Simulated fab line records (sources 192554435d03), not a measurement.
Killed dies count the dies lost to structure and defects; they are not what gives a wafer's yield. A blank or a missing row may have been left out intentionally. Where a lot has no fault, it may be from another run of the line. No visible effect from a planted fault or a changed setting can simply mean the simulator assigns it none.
fab line records -- flow n5_finfet
record lots=6, wafers=18, last_day=22
route steps=1938 shown DUMMY_GATE@213 BEOL_M4@1111
lots with no fault: from the same line, run without faults
start_h: start of the lot's first displayed wafer, in hours after the record's first day -- wait_h: time in hours since the lot's previous step -- " unchanged from the row above -- L1.1+2: a row that stands for several wafers -- - value missing, or start not given -- * or withheld: withheld -- < > ~ a bound
route shown NAME@n: names a module that has steps shown in the file, with the first one's number in the route -- usual: the fault-free wafers' mean and standard deviation -- same: alike in all rows -- chamber/n: place in a boat -- sites: per-site readings -- _std_site: standard deviation of those values -- _edge_site: the outer-site mean with the inner-site mean subtracted -- radius_mm: how far each site lies from the wafer's centre -- mask NAME#n: copy n -- behind: the tool/chamber that last shaped the wafer -- hold: what put the lot on hold/how long, in hours/how the hold closed -- device: names the non-switching transistor (n, p or np) -- end of line: the same wafers' tests at the end of the route -- for a step that has no rows: nothing shown but its recipe -- killed: not the wafer's yield, but the dies lost to structure and defects at the first sort -- map: per-die view of a wafer (x killed, . not killed, _ where there is no die)
set.NAME: the setting as run; set.NAME@STEP: as run at that earlier step -- model.NAME: the simulator's own value behind a step, which no gauge read
a table for each step, a row for each wafer; lots at some steps of the route
services: when a tool's chamber went out of use (start_h, in hours from the record's first day, below 0 if earlier), for how many hours, and the reason
## steps
# step N5_DUMMY_GATE_SRD_01
# recipe time_s=30, temp_c=23, rinse_liquid=diw, dry=ipa_marangoni
# step N5_DUMMY_GATE_ALD_02
# recipe material=SiO2, target_thk_a=20, temp_c=300, ald_precursor_family=BDEAS, ald_co_reactant=O2-plasma, pulse_time_s=1, pressure_torr=2
# usual heater_power_w=471/56, precursor_pulse_height_rel=0.998/0.021
lot.wafer,tool,chamber,start_h,wait_h,heater_power_w,precursor_pulse_height_rel
L959.2,ald_sin-02,1,86.73,1.0,466,1.023
L959.4,ald_sin-02,3,86.73,1.0,450,1.021
L959.5,ald_sin-02,1,86.73,1.0,455,1.003
L960.1,ald_sin-02,1,95.35,2.2,453,1.035
L960.5,ald_sin-02,3,95.35,2.2,450,0.997
L960.6,ald_sin-02,0,95.35,2.2,435,0.982
L961.1,ald_sin-04,2,97.84,0.8,439,1.024
L961.2,ald_sin-04,1,97.84,0.8,448,1.022
L961.3,ald_sin-04,0,97.84,0.8,461,1.000
L964.1,ald_sin-02,1,117.48,0.0,451,0.987
L964.3,ald_sin-02,2,117.48,0.0,436,0.999
L964.5,ald_sin-02,2,117.48,0.0,439,0.976
L968.4,ald_sin-04,1,140.19,0.0,450,1.006
L968.5,ald_sin-04,3,140.19,0.0,555,1.014
L968.6,ald_sin-04,0,140.19,0.0,496,0.982
L969.3,ald_sin-04,3,145.56,0.0,544,1.023
L969.4,ald_sin-04,1,145.56,0.0,442,0.997
L969.6,ald_sin-04,2,145.56,0.0,418,1.004
# step N5_DUMMY_GATE_CVD_03
# recipe material=a-Si, target_thk_a=1500, temp_c=530, precursor=SiH4, time_s=8042
# step N5_DUMMY_GATE_PRECLEAN_46
# recipe chemistry=DIW, time_s=89.5, temp_c=23
# step N5_DUMMY_GATE_SRD_47
# recipe dry_time_s=32, dry=n2_spin, spin_rpm=1500
# step N5_DUMMY_GATE_CMP_04
# recipe material=a-Si, post_cmp_clean=alkaline_brush
# usual motor_current_A=10.3/1.1, time_to_endpoint_s=13.2/1.8
lot.wafer,tool,chamber,start_h,wait_h,motor_current_A,time_to_endpoint_s
L959.2,cmp-03,3,90.57,0.0,10.6,12.3
L959.4,cmp-03,1,90.57,0.0,10.6,15.3
L959.5,cmp-03,3,90.57,0.0,11.0,14.4
L960.1,cmp-01,2,101.11,0.1,11.3,12.4
L960.5,cmp-01,3,101.11,0.1,11.5,14.2
L960.6,cmp-01,0,101.11,0.1,10.5,12.3
L961.1,cmp-01,2,101.68,0.0,11.2,13.2
L961.3,cmp-01,3,101.68,0.0,11.3,14.4
L961.2,cmp-01,0,101.68,0.0,10.2,14.1
L964.1,cmp-03,1,121.38,0.1,10.8,14.2
L964.3,cmp-03,2,121.38,0.1,8.9,14.9
L964.5,cmp-03,0,121.38,0.1,10.2,13.9
L968.4,cmp-01,3,144.12,0.1,11.0,14.2
L968.6,cmp-01,0,144.12,0.1,10.4,12.5
L968.5,cmp-01,1,144.12,0.1,7.8,9.4
L969.4,cmp-04,3,149.46,0.1,10.2,12.3
L969.3,cmp-04,0,149.46,0.1,10.5,13.7
L969.6,cmp-04,2,149.46,0.1,9.8,12.1
# step N5_DUMMY_GATE_THK_MEAS_05
# usual thk_nm=71.8/0.93
lot.wafer,tool,chamber,start_h,wait_h,thk_nm
L959.2,film_metro-01,-,90.82,0.2,71.2
L959.4,film_metro-01,-,90.82,0.2,72.2
L959.5,film_metro-01,-,90.82,0.2,73.1
L960.1,film_metro-02,-,101.25,0.1,71.0
L960.5,film_metro-02,-,101.25,0.1,71.8
L960.6,film_metro-02,-,101.25,0.1,70.7
L961.1,film_metro-02,-,101.92,0.2,72.2
L961.2,film_metro-02,-,101.92,0.2,72.5
L961.3,film_metro-02,-,101.92,0.2,71.4
L964.1,film_metro-02,-,121.56,0.1,72.5
L964.3,film_metro-02,-,121.56,0.1,71.1
L964.5,film_metro-02,-,121.56,0.1,72.0
L968.4,film_metro-01,-,144.27,0.1,71.0
L968.5,film_metro-01,-,144.27,0.1,71.1
L968.6,film_metro-01,-,144.27,0.1,70.7
L969.3,film_metro-02,-,149.64,0.1,71.7
L969.4,film_metro-02,-,149.64,0.1,71.9
L969.6,film_metro-02,-,149.64,0.1,71.6
# step N5_DUMMY_GATE_HM_DEP_06
# recipe material=SiNx, target_thk_a=800, precursor=DCS/NH3, temp_c=700, pressure_mtorr=300, time_s=5141
# step N5_DUMMY_GATE_PECVD_30
# recipe material=SiO2, target_thk_a=550, temp_c=400, precursor=TEOS/O2, pressure_torr=6.5, rf_w=withheld, teos_flow_sccm=withheld, gas=O2, flow_sccm=2650, time_s=10.8
# step N5_DUMMY_GATE_COAT_34
# recipe resist=SOC, temp_c=250, time_s=60, spin_rpm=1500, resist_thk_nm=60
# step N5_DUMMY_GATE_COAT_35
# recipe resist=SiARC, temp_c=220, time_s=60, spin_rpm=1500, resist_thk_nm=10
# step N5_DUMMY_GATE_COAT_28
# recipe resist=underlayer, temp_c=205, time_s=60, spin_rpm=1500, resist_thk_nm=10
# step N5_DUMMY_GATE_COAT_09
# recipe resist=CAR-EUV, spin_rpm=1500, resist_thk_nm=30
# usual dispense_pressure_kPa=49.5/2.6, spin_speed_rpm=1500.0/0.85
lot.wafer,tool,chamber,start_h,wait_h,dispense_pressure_kPa,spin_speed_rpm,model.CAR-EUV_of_DUMMY_GATE_COAT_09.thk_nm
L959.2,litho_track-05,0,94.85,-,52.4,1498.2,29.8
L959.4,litho_track-05,0,94.85,-,52.4,1501.5,29.8
L959.5,litho_track-05,0,94.85,-,52.4,1499.3,29.8
L960.1,litho_track-02,0,105.62,-,45.5,1500.3,30
L960.5,litho_track-02,0,105.62,-,45.6,1501.1,30
L960.6,litho_track-02,0,105.62,-,45.5,1501.4,30
L961.1,litho_track-05,0,107.70,-,52.4,1499.1,30
L961.2,litho_track-05,0,107.70,-,52.4,1499.0,30
L961.3,litho_track-05,0,107.70,-,52.5,1498.8,30
L964.1,litho_track-04,0,125.59,-,48.8,1499.8,30.2
L964.3,litho_track-04,0,125.59,-,48.8,1500.2,30
L964.5,litho_track-04,0,125.59,-,48.8,1499.4,30
L968.4,litho_track-05,0,148.30,-,52.4,1722.9,28
L968.5,litho_track-05,0,148.30,-,52.5,1722.1,27.8
L968.6,litho_track-05,0,148.30,-,52.4,1723.0,27.8
L969.3,litho_track-05,0,153.69,-,52.4,1722.6,28
L969.4,litho_track-05,0,153.69,-,52.4,1722.6,28
L969.6,litho_track-05,0,153.69,-,52.4,1722.7,28
# step N5_DUMMY_GATE_EBR_11
# recipe solvent=PGMEA, ebr_width_mm=1.5
# step N5_DUMMY_GATE_SOFTBAKE_10
# recipe temp_c=110, time_s=60, resist=CAR-EUV
# step N5_DUMMY_GATE_EXPOSE_12
# recipe mask_id=GATE, na=0.33, source_shape=annular, sigma_inner=0.2, sigma_outer=0.6, polarization=unpolarized, target_cd_nm=25, dose_mj=34
# step N5_DUMMY_GATE_PEB_13
# recipe peb_temp_c=100, peb_time_s=60, resist=CAR-EUV
# step N5_DUMMY_GATE_DEVELOP_14
# recipe develop_time_s=30, developer=TMAH, resist=CAR-EUV, rinse_liquid=surfactant_rinse, dry=air_spin, dev_temp_c=23
# step N5_DUMMY_GATE_CD_MEAS_15
# recipe target_cd_nm=25.8, landing_energy_ev=500, detector=se_inlens
# usual cd_nm=25.00/0.23
lot.wafer,tool,chamber,start_h,wait_h,cd_nm
L959.2,cd_sem-02,0,95.11,-,24.88
L959.4,cd_sem-02,0,95.11,-,25.14
L959.5,cd_sem-02,0,95.11,-,24.95
L960.1,cd_sem-02,0,105.87,-,25.15
L960.5,cd_sem-02,0,105.87,-,24.94
L960.6,cd_sem-02,0,105.87,-,25.30
L961.1,cd_sem-03,0,107.95,-,25.03
L961.2,cd_sem-03,0,107.95,-,25.48
L961.3,cd_sem-03,0,107.95,-,24.75
L964.1,cd_sem-02,0,125.98,-,24.91
L964.3,cd_sem-02,0,125.98,-,24.82
L964.5,cd_sem-02,0,125.98,-,25.00
L968.4,cd_sem-03,0,148.69,-,24.93
L968.5,cd_sem-03,0,148.69,-,24.87
L968.6,cd_sem-03,0,148.69,-,24.85
L969.3,cd_sem-03,0,154.08,-,25.29
L969.4,cd_sem-03,0,154.08,-,24.88
L969.6,cd_sem-03,0,154.08,-,24.68
# step N5_DUMMY_GATE_OVL_MEAS_16
# recipe points_per_wafer=522
# usual GATE_OVL=-0.4/0.88
lot.wafer,tool,chamber,start_h,wait_h,GATE_OVL[nm]
L959.2,overlay-02,0,95.15,0.0,1.2
L959.4,overlay-02,0,95.15,0.0,1.7
L959.5,overlay-02,0,95.15,0.0,-1.1
L960.1,overlay-01,0,105.91,0.0,0.5
L960.5,overlay-01,0,105.91,0.0,0.7
L960.6,overlay-01,0,105.91,0.0,0.0
L961.1,overlay-01,0,107.99,0.0,0.2
L961.2,overlay-01,0,107.99,0.0,-0.5
L961.3,overlay-01,0,107.99,0.0,1.4
L964.1,overlay-02,0,126.02,0.0,-0.7
L964.3,overlay-02,0,126.02,0.0,-1.2
L964.5,overlay-02,0,126.02,0.0,-1.0
L968.4,overlay-01,0,148.74,0.0,-1.3
L968.5,overlay-01,0,148.74,0.0,0.3
L968.6,overlay-01,0,148.74,0.0,-2.3
L969.3,overlay-02,0,154.13,0.0,0.6
L969.4,overlay-02,0,154.13,0.0,-0.6
L969.6,overlay-02,0,154.13,0.0,-0.3
# step N5_DUMMY_GATE_INSPECT_17
# recipe mode=adi, inspect_instrument=brightfield
# usual raw_defect_count=179/50
lot.wafer,tool,chamber,start_h,wait_h,raw_defect_count
L959.2,defect_inspect-01,-,95.20,0.0,145
L959.4,defect_inspect-01,-,95.20,0.0,178
L959.5,defect_inspect-01,-,95.20,0.0,165
L960.1,defect_inspect-02,-,105.97,0.1,118
L960.5,defect_inspect-02,-,105.97,0.1,114
L960.6,defect_inspect-02,-,105.97,0.1,118
L961.1,defect_inspect-01,-,108.05,0.1,133
L961.2,defect_inspect-01,-,108.05,0.1,157
L961.3,defect_inspect-01,-,108.05,0.1,159
L964.1,defect_inspect-01,-,126.07,0.1,130
L964.3,defect_inspect-01,-,126.07,0.1,128
L964.5,defect_inspect-01,-,126.07,0.1,143
L968.4,defect_inspect-02,-,148.78,0.0,143
L968.5,defect_inspect-02,-,148.78,0.0,171
L968.6,defect_inspect-02,-,148.78,0.0,139
L969.3,defect_inspect-02,-,154.17,0.0,130
L969.4,defect_inspect-02,-,154.17,0.0,186
L969.6,defect_inspect-02,-,154.17,0.0,332
# step N5_DUMMY_GATE_DESCUM_20
# recipe chemistry=O2, time_s=6.2, source_power_w=50, bias_power_w=20, pressure_mtorr=20, rf_frequency_hz=2.712e+07, temp_c=40, resist=CAR-EUV, o2_flow_sccm=225
# usual chamber_pressure_mTorr=20.000/0.018, drypump_motor_current_A=5.8/0.38, oes_product_au=0.80/0.096, rf_vpp_V=243.2/1.2, showerhead_plenum_p_Torr=2.09/0.066, throttle_valve_pct=20.43/0.19
lot.wafer,tool,chamber,start_h,wait_h,chamber_pressure_mTorr,drypump_motor_current_A,oes_product_au,rf_hours_counter_h,rf_vpp_V,showerhead_plenum_p_Torr,throttle_valve_pct
L959.2,rie_diel-06,2,95.51,0.3,20.013,5.5,0.83,80,242.4,2.12,20.33
L959.4,rie_diel-06,3,95.51,0.3,19.978,5.8,0.71,207,241.6,1.98,20.23
L959.5,rie_diel-06,1,95.51,0.3,20.009,6.3,0.67,-,244.1,2.06,20.80
L960.1,rie_diel-01,3,106.00,0.0,19.975,6.1,0.98,3,242.6,2.15,20.25
L960.5,rie_diel-01,1,106.00,0.0,20.032,5.6,0.74,-,242.1,1.99,20.66
L960.6,rie_diel-01,2,106.00,0.0,20.027,5.7,0.85,-,243.4,2.13,20.60
L961.1,rie_diel-01,2,108.10,0.0,19.995,5.7,0.86,50,243.3,2.13,20.61
L961.2,rie_diel-01,3,108.10,0.0,19.995,6.1,0.97,3,244.8,2.15,20.25
L961.3,rie_diel-01,0,108.10,0.0,20.009,5.4,0.69,244,243.4,2.06,20.73
L964.1,rie_diel-01,3,126.50,0.4,20.032,6.1,0.95,9,244.3,2.15,20.25
L964.3,rie_diel-01,1,126.50,0.4,20.008,5.7,0.72,217,241.9,1.98,20.66
L964.5,rie_diel-01,0,126.50,0.4,20.004,5.4,0.68,-,243.8,2.06,20.75
L968.4,rie_diel-06,3,148.82,0.0,20.007,5.8,0.70,223,240.7,1.98,20.27
L968.5,rie_diel-06,2,148.82,0.0,19.995,5.5,0.81,-,243.0,2.12,20.33
L968.6,rie_diel-06,1,148.82,0.0,20.036,6.3,1.00,-,243.7,2.06,20.42
L969.3,rie_diel-06,2,154.21,0.0,19.981,5.5,0.81,99,243.7,2.12,20.33
L969.4,rie_diel-06,0,154.21,0.0,20.017,6.5,0.77,136,244.8,2.19,20.40
L969.6,rie_diel-06,1,154.21,0.0,19.987,6.3,0.99,-,242.1,2.06,20.42
# step N5_DUMMY_GATE_ETCH_29
# recipe chemistry=N2/H2, target=underlayer, target_depth_a=130, ion_energy_ev=200, pressure_mtorr=30, source_w=840, bias_w=150, n2_flow_sccm=200, h2_flow_sccm=200
# usual chamber_pressure_mTorr=30.003/0.027, drypump_motor_current_A=5.8/0.38, n2_flow_sccm=200.0/0.61, oes_product_au=0.80/0.097, rf_vpp_V=523.7/2.3, showerhead_plenum_p_Torr=2.54/0.078, throttle_valve_pct=17.89/0.2
lot.wafer,tool,chamber,start_h,wait_h,chamber_pressure_mTorr,drypump_motor_current_A,n2_flow_sccm,oes_product_au,rf_hours_counter_h,rf_vpp_V,showerhead_plenum_p_Torr,throttle_valve_pct
L959.2,rie_diel-06,2,95.57,0.0,30.014,5.5,200.6,0.83,80,526.0,2.58,17.68
L959.4,rie_diel-06,3,95.57,0.0,30.051,5.8,200.4,0.70,207,522.0,2.42,17.78
L959.5,rie_diel-06,1,95.57,0.0,29.967,6.3,199.7,0.67,-,521.9,2.51,18.27
L960.1,rie_diel-01,3,106.07,0.0,30.006,6.1,198.3,0.99,3,525.7,2.61,17.67
L960.5,rie_diel-01,1,106.07,0.0,29.997,5.6,199.2,0.73,-,519.4,2.42,18.22
L960.6,rie_diel-01,2,106.07,0.0,30.066,5.7,200.3,0.85,-,524.2,2.59,18.06
L961.1,rie_diel-01,2,108.16,0.0,29.994,5.7,200.1,0.84,50,525.3,2.59,18.07
L961.2,rie_diel-01,3,108.16,0.0,30.045,6.1,200.0,0.99,3,526.6,2.61,17.66
L961.3,rie_diel-01,0,108.16,0.0,29.998,5.4,199.9,0.68,244,523.4,2.50,18.21
L964.1,rie_diel-01,3,126.56,0.0,30.011,6.1,199.9,0.97,9,526.9,2.61,17.66
L964.3,rie_diel-01,1,126.56,0.0,29.993,5.6,200.5,0.72,217,522.3,2.41,18.23
L964.5,rie_diel-01,0,126.56,0.0,29.991,5.4,200.3,0.68,-,520.9,2.50,18.22
L968.4,rie_diel-06,3,148.88,0.0,30.046,5.8,199.9,0.69,223,520.0,2.41,17.78
L968.5,rie_diel-06,2,148.88,0.0,29.988,5.5,200.7,0.80,-,524.3,2.57,17.74
L968.6,rie_diel-06,1,148.88,0.0,30.008,6.2,200.0,0.98,-,524.8,2.50,17.83
L969.3,rie_diel-06,2,154.27,0.0,29.982,5.5,200.2,0.81,99,525.2,2.57,17.73
L969.4,rie_diel-06,0,154.27,0.0,30.034,6.5,199.5,0.79,136,526.1,2.65,17.89
L969.6,rie_diel-06,1,154.27,0.0,29.956,6.3,199.6,1.00,-,523.5,2.50,17.84
# step N5_DUMMY_GATE_ETCH_36
# recipe chemistry=CF4, target=SiARC, target_depth_a=130, pressure_mtorr=40, source_w=545, bias_w=36, Ar_flow_sccm=100, cf4_flow_sccm=100, ion_energy_ev=80
# usual chamber_pressure_mTorr=40.00/0.038, drypump_motor_current_A=5.8/0.38, oes_product_au=0.80/0.097, rf_vpp_V=184.0/1.2, showerhead_plenum_p_Torr=2.14/0.063, throttle_valve_pct=15.61/0.19
lot.wafer,tool,chamber,start_h,wait_h,chamber_pressure_mTorr,drypump_motor_current_A,oes_product_au,rf_hours_counter_h,rf_vpp_V,showerhead_plenum_p_Torr,throttle_valve_pct,model.CAR-EUV_of_DUMMY_GATE_COAT_09.thk_nm
L959.2,rie_diel-06,2,95.61,0.0,40.01,5.5,0.84,80,184.4,2.17,15.45,11
L959.4,rie_diel-06,3,95.61,0.0,39.97,5.8,0.71,207,183.6,2.04,15.48,11.4
L959.5,rie_diel-06,1,95.61,0.0,40.03,6.3,0.67,-,185.1,2.12,16.05,11.2
L960.1,rie_diel-01,3,106.11,0.0,39.91,6.1,0.99,3,182.6,2.19,15.34,11
L960.5,rie_diel-01,1,106.11,0.0,39.97,5.6,0.73,-,181.0,2.04,15.85,11.6
L960.6,rie_diel-01,2,106.11,0.0,39.94,5.7,0.84,-,183.4,2.18,15.76,11.4
L961.1,rie_diel-01,2,108.20,0.0,39.97,5.7,0.84,50,183.6,2.18,15.75,11.4
L961.2,rie_diel-01,3,108.20,0.0,39.99,6.1,0.98,3,183.7,2.19,15.35,11
L961.3,rie_diel-01,0,108.20,0.0,40.00,5.4,0.67,244,184.6,2.11,15.97,11.8
L964.1,rie_diel-01,3,126.60,0.0,39.96,6.1,0.97,9,184.3,2.19,15.35,11
L964.3,rie_diel-01,1,126.60,0.0,40.00,5.7,0.72,217,183.6,2.03,15.86,11.6
L964.5,rie_diel-01,0,126.60,0.0,40.03,5.4,0.68,-,184.5,2.11,16.00,11.6
L968.4,rie_diel-06,3,148.92,0.0,40.01,5.8,0.69,223,181.9,2.03,15.50,9.6
L968.5,rie_diel-06,2,148.92,0.0,39.98,5.5,0.81,-,183.5,2.16,15.48,9.2
L968.6,rie_diel-06,1,148.92,0.0,40.00,6.3,1.00,-,182.9,2.11,15.55,9
L969.3,rie_diel-06,2,154.31,0.0,39.98,5.5,0.81,99,183.5,2.16,15.51,9.2
L969.4,rie_diel-06,0,154.31,0.0,39.99,6.5,0.77,136,185.1,2.23,15.54,9.4
L969.6,rie_diel-06,1,154.31,0.0,39.99,6.3,1.00,-,184.1,2.11,15.58,9
# step N5_DUMMY_GATE_ETCH_37
# recipe chemistry=N2/H2, target=SOC, target_depth_a=600, overetch_a=300, temp_c=40, ion_energy_ev=200, pressure_mtorr=30, source_w=840, bias_w=150, n2_flow_sccm=200, h2_flow_sccm=200
# usual chamber_pressure_mTorr=30.000/0.028, drypump_motor_current_A=5.8/0.38, n2_flow_sccm=200.0/0.54, oes_product_au=0.64/0.073, rf_vpp_V=523.8/2.4, showerhead_plenum_p_Torr=2.54/0.078, throttle_valve_pct=17.82/0.2
lot.wafer,tool,chamber,start_h,wait_h,chamber_pressure_mTorr,drypump_motor_current_A,n2_flow_sccm,oes_product_au,rf_hours_counter_h,rf_vpp_V,showerhead_plenum_p_Torr,throttle_valve_pct
L959.2,rie_diel-06,2,95.65,0.0,30.025,5.5,200.0,0.65,80,525.9,2.58,17.63
L959.4,rie_diel-06,3,95.65,0.0,30.058,5.8,200.4,0.55,207,520.2,2.42,17.70
L959.5,rie_diel-06,1,95.65,0.0,29.993,6.3,200.7,0.53,-,523.1,2.51,18.21
L960.1,rie_diel-01,3,106.15,0.0,30.054,6.1,200.0,0.78,3,524.9,2.61,17.59
L960.5,rie_diel-01,1,106.15,0.0,29.939,5.6,199.8,0.58,-,520.4,2.42,18.14
L960.6,rie_diel-01,2,106.15,0.0,30.038,5.7,200.6,0.67,-,525.6,2.59,17.99
L961.1,rie_diel-01,2,108.24,0.0,30.017,5.7,200.2,0.66,50,525.3,2.59,17.99
L961.2,rie_diel-01,3,108.24,0.0,30.037,6.1,200.4,0.77,3,524.6,2.61,17.58
L961.3,rie_diel-01,0,108.24,0.0,29.962,5.4,199.3,0.54,244,521.9,2.50,18.14
L964.1,rie_diel-01,3,126.64,0.0,29.945,6.1,200.4,0.75,9,525.0,2.61,17.61
L964.3,rie_diel-01,1,126.64,0.0,30.050,5.7,199.8,0.59,217,521.2,2.41,18.16
L964.5,rie_diel-01,0,126.64,0.0,29.955,5.4,200.8,0.54,-,521.9,2.50,18.15
L968.4,rie_diel-06,3,148.96,0.0,30.012,5.8,200.2,0.55,223,519.9,2.41,17.72
L968.5,rie_diel-06,2,148.96,0.0,30.007,5.5,199.8,0.64,-,526.2,2.57,17.64
L968.6,rie_diel-06,1,148.96,0.0,29.963,6.3,200.0,0.79,-,522.0,2.50,17.78
L969.3,rie_diel-06,2,154.35,0.0,30.000,5.5,200.2,0.64,99,524.3,2.57,17.66
L969.4,rie_diel-06,0,154.35,0.0,29.985,6.5,199.7,0.62,136,526.1,2.65,17.80
L969.6,rie_diel-06,1,154.35,0.0,29.994,6.3,200.8,0.78,-,522.9,2.50,17.78
# step N5_BEOL_M4_RC_MEAS_101
# usual DIBL_N=36.3/1.1, DIBL_P=36.3/1.4, IOFF_N=0.155/0.019, IOFF_P=0.211/0.027, ION_N=672/8.5, ION_P=462/5.8, SS_N=71.5/0.56, SS_P=73.3/0.52, VT_N=249.9/2.5, VT_P=-249.8/2.8
lot.wafer,tool,chamber,start_h,wait_h,DIBL_N[mV/V],DIBL_P[mV/V],IOFF_N[nA/um],IOFF_P[nA/um],ION_N[uA/um],ION_P[uA/um],SS_N[mV/dec],SS_P[mV/dec],VT_N[mV],VT_P[mV]
L960.1,prober-02,0,311.05,0.0,37.1,38.0,0.147,0.188,670,454,71.0,73.7,251.5,-250.6
L960.5,prober-02,0,311.05,0.0,36.5,37.2,0.148,0.181,670,455,71.5,72.3,249.4,-254.8
L960.6,prober-02,0,311.05,0.0,36.9,37.3,0.154,0.184,675,455,70.8,73.3,250.4,-252.2
L961.1,prober-02,0,322.10,0.0,36.6,36.0,0.145,0.200,665,456,70.6,73.8,250.4,-251.5
L961.2,prober-02,0,322.10,0.0,37.0,36.2,0.150,0.203,672,461,71.5,73.3,250.7,-250.7
L961.3,prober-02,0,322.10,0.0,38.3,37.2,0.163,0.214,676,461,71.0,73.1,247.3,-252.3
L964.1,prober-01,0,346.49,0.0,37.2,38.0,0.160,0.261,667,461,72.4,74.0,251.0,-245.5
L964.3,prober-01,0,346.49,0.0,37.6,37.7,0.167,0.255,670,464,72.8,73.9,249.2,-244.0
L964.5,prober-01,0,346.49,0.0,37.1,35.7,0.153,0.217,664,457,73.1,73.4,250.6,-251.0
L968.4,prober-01,0,376.75,0.5,35.7,35.1,0.156,0.199,682,465,71.4,73.1,250.2,-250.1
L968.5,prober-01,0,376.75,0.5,37.0,36.7,0.175,0.224,686,467,72.0,73.5,247.4,-248.1
L968.6,prober-01,0,376.75,0.5,36.9,36.5,0.173,0.218,685,467,71.6,73.9,248.4,-247.5
L969.3,prober-02,0,385.66,0.3,37.4,35.8,0.144,0.199,660,458,71.6,73.1,252.2,-250.6
L969.4,prober-02,0,385.66,0.3,37.1,35.0,0.139,0.195,674,461,71.4,73.2,251.7,-251.9
L969.6,prober-02,0,385.66,0.3,38.0,36.7,0.163,0.223,676,465,71.9,73.5,250.9,-248.1
L959.2,prober-02,0,399.79,0.2,37.0,38.3,0.162,0.214,675,466,71.3,73.5,246.4,-249.6
L959.4,prober-02,0,399.79,0.2,33.6,32.5,0.105,0.142,658,454,70.4,72.8,255.7,-256.8
L959.5,prober-02,0,399.79,0.2,34.7,34.7,0.118,0.173,652,458,70.4,73.1,253.0,-253.3
## services
tool,chamber,start_h,hours,kind
cmp-04,-,66.87,3.8,pm
cmp-01,-,69.52,5.3,pm
ald_sin-02,-,70.72,0.3,repair
cmp-01,-,74.85,1.1,repair
rie_diel-01,3,77.62,-,clean
rie_diel-01,3,77.62,-,consumable_replace:focus_ring
rie_diel-01,3,77.62,17.9,scheduled_down
rie_diel-01,3,77.62,17.9,vent_cycle
cmp-01,-,84.98,1.5,repair
cmp-01,-,87.00,1.8,repair
ald_sin-04,3,91.66,9.1,repair
cmp-01,-,115.21,8.2,repair
cmp-04,-,116.21,6.9,pm
rie_diel-06,1,123.02,-,clean
rie_diel-06,1,123.02,-,consumable_replace:focus_ring
rie_diel-06,1,123.02,17.3,scheduled_down
rie_diel-06,1,123.02,17.3,vent_cycle
rie_diel-01,0,128.42,-,clean
rie_diel-01,0,128.42,-,consumable_replace:focus_ring
rie_diel-01,0,128.42,12.2,scheduled_down
rie_diel-01,0,128.42,12.2,vent_cycle
cmp-01,-,130.49,4.0,pm
cmp-01,-,134.49,-,consumable_replace:conditioner
cmp-01,-,134.49,-,consumable_replace:pad
## key
first_sign step=N5_DUMMY_GATE_COAT_09, reading=spin_speed_rpm, direction=up, sigmas=99+, usual=*, struck=*
effect none on later readings
model_effect step=N5_DUMMY_GATE_COAT_09, value=CAR-EUV_of_DUMMY_GATE_COAT_09.thk_nm, without=29.93, struck=27.93
model_effect step=N5_DUMMY_GATE_ETCH_36, value=CAR-EUV_of_DUMMY_GATE_COAT_09.thk_nm, without=11.23, struck=9.233
met_at N5_DUMMY_GATE_COAT_09
struck_wafers L968.4,L968.5,L968.6,L969.3,L969.4,L969.6
onset_between 107.70 148.30
fault kind=process_parameter_drift, tool=litho_track-05, chamber=-, onset_h=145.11, steps=N5_DUMMY_GATE_COAT_09, channel=spin_rpm, offset=*, shape=step, end_h=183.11, acts_in=*, stated=*
